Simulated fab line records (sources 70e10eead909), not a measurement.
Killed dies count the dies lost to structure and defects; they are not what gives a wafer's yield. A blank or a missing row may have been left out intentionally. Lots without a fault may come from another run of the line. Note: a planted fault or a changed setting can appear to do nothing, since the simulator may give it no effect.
Matching of chambers | flow nand_harc | 4 sister chambers for NHARC_P_ZERO_WELL_DESCUM_39 on rie_diel-04
The step chemistry O2, time 3 s. 8 wafers are shown with their chamber, then 10 later ones without.

== WAFERS, EACH WITH ITS CHAMBER ==
wafer  | chamber | drypump_motor_current_A (A) | showerhead_plenum_p_Torr (Torr)
L077.3 | 3       | 5.4                         | 1.91
L081.1 | 3       | 5.4                         | 1.90
L081.5 | 1       | 4.8                         | 1.88
L084.1 | 0       | 5.4                         | 1.81
L084.2 | 2       | 6.0                         | 1.85
L084.6 | 1       | 4.8                         | 1.87
L085.1 | 0       | 5.4                         | 1.81
L085.4 | 2       | 6.1                         | 1.85

== WAFERS WHOSE CHAMBER IS MISSING ==
wafer  | drypump_motor_current_A (A) | showerhead_plenum_p_Torr (Torr)
L085.6 | 4.8                         | 1.87
L087.1 | 5.4                         | 1.80
L087.2 | 5.4                         | 1.90
L087.3 | 4.8                         | 1.87
L090.2 | 6.0                         | 1.84
L090.3 | 5.4                         | 1.80
L090.6 | 4.8                         | 1.86
L097.2 | 5.4                         | 1.80
L097.4 | 4.9                         | 1.86
L097.6 | 6.0                         | 1.83

== THE CHAMBER EACH PASSED THROUGH ==
wafer  | from the rows above | in truth
L085.6 | 1                   | 1
L087.1 | 0                   | 0
L087.2 | 3                   | 3
L087.3 | 1                   | 1
L090.2 | 2                   | 2
L090.3 | 0                   | 0
L090.6 | 1                   | 1
L097.2 | 0                   | 0
L097.4 | 1                   | 1
L097.6 | 2                   | 2
10 of 10 placed correctly. Can't be placed from these rows: 0. Number placed wrongly: 0.
How it was worked out, from the rows above alone: a wafer's distance from a chamber is the root of the sum, over the readings, of the square of ((its reading less the chamber's mean) divided by the reading's scatter). The wafer belongs to the nearest chamber; if the next one is less than 2 further off, it can't be placed. For every chamber, the mean is computed from those of its wafers that are shown. The scatter: take each reading less its chamber's mean, square it, sum over the shown wafers, divide by the number of wafers less the number of chambers, and take the root.
